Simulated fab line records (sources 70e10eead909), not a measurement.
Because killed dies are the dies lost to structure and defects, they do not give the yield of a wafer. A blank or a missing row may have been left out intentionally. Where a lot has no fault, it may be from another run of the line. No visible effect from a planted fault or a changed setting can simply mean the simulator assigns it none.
Which tool is to blame? ; flow nandHarc ; 36 wafers from 12 lots sampled at 5 of the route's 1302 steps

WHAT EACH GAUGE READ, for each wafer
NHARC_END_SORT_01. Usual: killedAtArray 54, standard deviation 21; killedAtOther 1.0, standard deviation 1.2; killedAtPeriphery 3.6, standard deviation 2.6; killedDies 58, standard deviation 20; killedOpen 3.3, standard deviation 1.9; killedShort 2.6, standard deviation 1.5.
lot;measured;on;killedAtArray;killedAtOther;killedAtPeriphery;killedDies;killedOpen;killedShort;flag
L600;day 29 17:06;prober-01;667 673 673;0 0 1;10 4 3;677 677 677;4 3 2;0 1 1;OFF
L602;day 31 02:01;prober-02;672 670 672;3 3 5;2 4 0;677 677 677;4 1 3;2 2 2;OFF
L601;day 31 10:37;prober-01;673 676 669;0 1 1;4 0 7;677 677 677;5 4 4;2 1 4;OFF

WHAT TOOL EACH LOT RAN ON (gives the tool, then ch and the chambers of the sampled wafers, and finally the start)
lot;NHARC_A_CHANNEL_HOLE_D2_ETCH_21;NHARC_A_CHANNEL_HOLE_D2_ETCH_24;NHARC_A_CHANNEL_HOLE_D2_ETCH_26;NHARC_A_CHANNEL_FILL_D2_CVD_18
L587;harEtch-02 ch 0,1, day 13 06:05;harEtch-02 ch 0,1, day 13 07:54;harEtch-02 ch 0,1, day 13 09:22;lpcvdPoly-02 ch 0, day 14 10:13
L589;harEtch-01 ch 0,1, day 14 10:58;harEtch-01 ch 0,1, day 14 12:41;harEtch-01 ch 0,1, day 14 14:19;lpcvdPoly-03 ch 0, day 15 14:30
L592;harEtch-02 ch 0,1, day 15 01:47;harEtch-02 ch 0,1, day 15 03:33;harEtch-02 ch 0,1, day 15 05:08;lpcvdPoly-03 ch 0, day 16 06:58
L591;harEtch-01 ch 0,1, day 15 03:23;harEtch-01 ch 0,1, day 15 05:13;harEtch-01 ch 0,1, day 15 06:40;lpcvdPoly-03 ch 0, day 16 06:58
L595;harEtch-01 ch 0,1, day 16 06:44;harEtch-01 ch 0,1, day 16 08:32;harEtch-01 ch 0,1, day 16 09:59;lpcvdPoly-04 ch 0, day 17 10:23
L600;harEtch-02 ch 0,1, day 18 17:17;harEtch-02 ch 0,1, day 18 19:06;harEtch-02 ch 0,1, day 18 20:34;lpcvdPoly-02, day 19 21:15
L602;harEtch-01 ch 0,1, day 19 09:40;harEtch-01 ch 0,1, day 19 11:23;harEtch-01 ch 0,1, day 19 13:02;lpcvdPoly-03, day 20 12:56
L601;harEtch-02 ch 0,1, day 19 09:46;harEtch-02 ch 0,1, day 19 11:34;harEtch-02 ch 0,1, day 19 13:01;lpcvdPoly-03, day 20 12:56
L606;harEtch-01 ch 0,1, day 21 03:06;harEtch-01 ch 0,1, day 21 04:55;harEtch-01 ch 0,1, day 21 06:23;lpcvdPoly-02 ch 0, day 22 05:54
L607;harEtch-02 ch 0,1, day 21 05:07;harEtch-02 ch 0,1, day 21 06:49;harEtch-02 ch 0,1, day 21 08:28;lpcvdPoly-02 ch 0, day 22 05:54
L609;harEtch-02 ch 0,1, day 22 13:57;harEtch-02 ch 0,1, day 22 15:39;harEtch-02 ch 0,1, day 22 17:19;lpcvdPoly-02 ch 0, day 23 18:40
L610;harEtch-01 ch 0,1, day 22 15:13;harEtch-01 ch 0,1, day 22 16:54;harEtch-01 ch 0,1, day 22 18:33;lpcvdPoly-02 ch 0, day 23 18:40
- NHARC_A_CHANNEL_HOLE_D2_ETCH_21: etches the open film in C4F8/O2/Ar, time 514.3 s, target depth 1600 nm.
- NHARC_A_CHANNEL_HOLE_D2_ETCH_24: etches the open film in C4F8/O2/Ar, time 906.2 s, target depth 1500 nm.
- NHARC_A_CHANNEL_HOLE_D2_ETCH_26: etches the open film in C4F8/O2/Ar, time 224.1 s, target depth 300 nm.
- NHARC_A_CHANNEL_FILL_D2_CVD_18: deposits poly-Si, target thk 3 nm.

AS READ BY THE TOOLS THEMSELVES (means over the sampled wafers that have a number; for cases with no such wafer, the mark the record gives instead)
NHARC_A_CHANNEL_HOLE_D2_ETCH_21. Usual: drypumpMotorCurrentA 5.5 A, standard deviation 0.31; o2FlowSccm 35.68 sccm, standard deviation 0.096; showerheadPlenumPTorr 3.63 Torr, standard deviation 0.099; throttleValvePct 32.156 %, standard deviation 0.0088.
lot;tool;drypumpMotorCurrentA (A);o2FlowSccm (sccm);showerheadPlenumPTorr (Torr);throttleValvePct (%);flag
L587;harEtch-02;5.7;35.68;3.74;32.153;
L589;harEtch-01;5.3;35.71;3.56;32.151;
L592;harEtch-02;5.7;35.65;3.72;32.146;
L591;harEtch-01;5.3;35.63;3.60;32.165;
L595;harEtch-01;5.3;35.66;3.54;32.161;
L600;harEtch-02;5.9;35.79;3.70;32.153;
L602;harEtch-01;5.3;35.76;3.57;32.156;
L601;harEtch-02;5.9;35.73;3.70;32.154;
L606;harEtch-01;5.3;35.80;3.56;32.161;
L607;harEtch-02;5.7;35.67;3.68;32.155;
L609;harEtch-02;5.9;35.61;3.67;32.166;
L610;harEtch-01;5.3;35.63;3.50;32.154;

NHARC_A_CHANNEL_HOLE_D2_ETCH_24. Usual: drypumpMotorCurrentA 5.5 A, standard deviation 0.31; o2FlowSccm 31.19 sccm, standard deviation 0.09; showerheadPlenumPTorr 3.62 Torr, standard deviation 0.098; throttleValvePct 32.235 %, standard deviation 0.0099.
lot;tool;drypumpMotorCurrentA (A);o2FlowSccm (sccm);showerheadPlenumPTorr (Torr);throttleValvePct (%);flag
L587;harEtch-02;5.7;31.18;3.73;32.239;
L589;harEtch-01;5.3;31.13;3.56;32.234;
L592;harEtch-02;5.7;31.20;3.72;32.239;
L591;harEtch-01;5.3;31.21;3.60;32.226;
L595;harEtch-01;5.2;31.23;3.54;32.230;
L600;harEtch-02;5.9;31.28;3.69;32.242;
L602;harEtch-01;5.3;31.21;3.57;32.242;
L601;harEtch-02;5.9;31.27;3.69;32.230;
L606;harEtch-01;5.3;31.25;3.55;32.230;
L607;harEtch-02;5.7;31.20;3.67;32.234;
L609;harEtch-02;5.9;31.25;3.67;32.228;
L610;harEtch-01;5.3;31.22;3.49;32.232;

NHARC_A_CHANNEL_HOLE_D2_ETCH_26. Usual: drypumpMotorCurrentA 5.5 A, standard deviation 0.31; o2FlowSccm 113.6 sccm, standard deviation 0.34; showerheadPlenumPTorr 3.67 Torr, standard deviation 0.1; throttleValvePct 24.583 %, standard deviation 0.009.
lot;tool;drypumpMotorCurrentA (A);o2FlowSccm (sccm);showerheadPlenumPTorr (Torr);throttleValvePct (%);flag
L587;harEtch-02;5.7;113.5;3.79;24.581;
L589;harEtch-01;5.3;113.6;3.59;24.588;
L592;harEtch-02;5.7;113.6;3.77;24.582;
L591;harEtch-01;5.3;113.6;3.65;24.582;
L595;harEtch-01;5.3;114.0;3.58;24.582;
L600;harEtch-02;5.9;113.9;3.74;24.582;
L602;harEtch-01;5.3;113.7;3.61;24.585;
L601;harEtch-02;5.9;113.9;3.74;24.583;
L606;harEtch-01;5.3;113.5;3.60;24.585;
L607;harEtch-02;5.7;113.5;3.72;24.576;
L609;harEtch-02;5.9;113.4;3.71;24.576;
L610;harEtch-01;5.3;113.4;3.53;24.593;

NHARC_A_CHANNEL_FILL_D2_CVD_18. Usual: spikeTcBottomC 572.7 C, standard deviation 1.6; spikeTcCentreC 550.5 C, standard deviation 1.1; zonePowerTopPct 16.5 %, standard deviation 0.46.
lot;tool;spikeTcBottomC (C);spikeTcCentreC (C);zonePowerTopPct (%);flag
L587;lpcvdPoly-02;572.0;551.3;16.5;
L589;lpcvdPoly-03;573.7;549.7;17.2;
L592;lpcvdPoly-03;573.8;549.6;17.0;
L591;lpcvdPoly-03;575.0;550.1;17.0;
L595;lpcvdPoly-04;573.1;551.0;15.9;
L600;lpcvdPoly-02;-;-;-;OFF
L602;lpcvdPoly-03;-;-;-;OFF
L601;lpcvdPoly-03;-;-;-;OFF
L606;lpcvdPoly-02;571.6;551.1;16.3;
L607;lpcvdPoly-02;571.9;550.6;16.4;
L609;lpcvdPoly-02;571.4;550.5;16.4;
L610;lpcvdPoly-02;571.1;550.3;16.4;

THE ANSWER, worked out from the rows above alone
Rule: lot off if the mean of its wafers having a number is beyond 3 standard deviations from the usual mean. Also off: a lot with no number at a reading for which 4 or more lots have one. Where the step has rows for the other lots, those lots are counted as sound. First the gauges in route order, then the tools' own readings, where a lot's mean is used as printed above. The first step at which some lot is off is used, and at that step the reading that is off furthest; a lot without a number counts as furthest.
Off: L600, L602, L601, at NHARC_END_SORT_01 (killedDies). Neither off nor sound, because the step has no rows for them: L587, L589, L592, L591, L595, L606, L607, L609, L610.
A tool fits if, at a process step before that reading, it ran every lot that is off, and no sound lot after the first of them. The gauges at NHARC_END_SORT_01 aren't tried: what is off there is off at NHARC_A_CHANNEL_FILL_D2_CVD_18 too, on other tools, and a gauge's error can't cause that. None of those tried fits.

WHAT HAD BEEN PUT IN BY THE SIMULATOR
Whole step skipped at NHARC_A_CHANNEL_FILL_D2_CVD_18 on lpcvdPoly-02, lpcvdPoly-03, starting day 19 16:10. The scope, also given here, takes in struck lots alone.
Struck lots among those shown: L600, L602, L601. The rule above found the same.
